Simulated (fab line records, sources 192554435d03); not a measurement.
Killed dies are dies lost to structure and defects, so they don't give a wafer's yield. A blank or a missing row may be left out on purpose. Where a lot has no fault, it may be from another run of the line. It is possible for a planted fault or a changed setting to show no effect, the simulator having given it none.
Matching of chambers ; flow n5 finfet ; rie diel-05 running N5_SDB_HM_OPEN_20: 4 sister chambers
The step chemistry CH3F/O2, target SiNx, stops on poly-Si, target depth 24 nm. 4 wafers are shown with their chamber, then 7 later ones without.

WAFERS, EACH WITH ITS CHAMBER
wafer;chamber;drypump motor current A (A)
L077.6;0;5.1
L083.5;2;5.1
L083.6;1;6.0
L088.4;3;5.7

WAFERS WHOSE CHAMBER IS MISSING
wafer;drypump motor current A (A)
L088.6;6.0
L091.1;5.2
L091.4;5.7
L091.6;5.1
L094.1;5.2
L094.5;5.1
L094.6;5.7

WHICH CHAMBER EACH ONE RAN IN
wafer;from the rows above;in truth
L088.6;1;1
L091.1;can't be placed: 0 or 2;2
L091.4;3;3
L091.6;can't be placed: 0 or 2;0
L094.1;can't be placed: 0 or 2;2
L094.5;can't be placed: 0 or 2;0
L094.6;3;3
Correct placement for 3 of the 7. From these rows, 4 cannot be placed; in 4 the true chamber is one of the candidates. 0 placed wrongly.
How it was worked out, from the rows above alone: a wafer's distance from a chamber is the root of the sum, over the readings, of the square of ((its reading less the chamber's mean) divided by the reading's scatter). If the next closest chamber is less than 2 further off than the closest, the wafer can't be placed; otherwise it belongs to the closest. For every chamber, the mean is computed from those of its wafers that are shown. The scatter: with one shown wafer a chamber, the root of the mean of the squares of how far each hidden wafer lies from its nearest shown one.
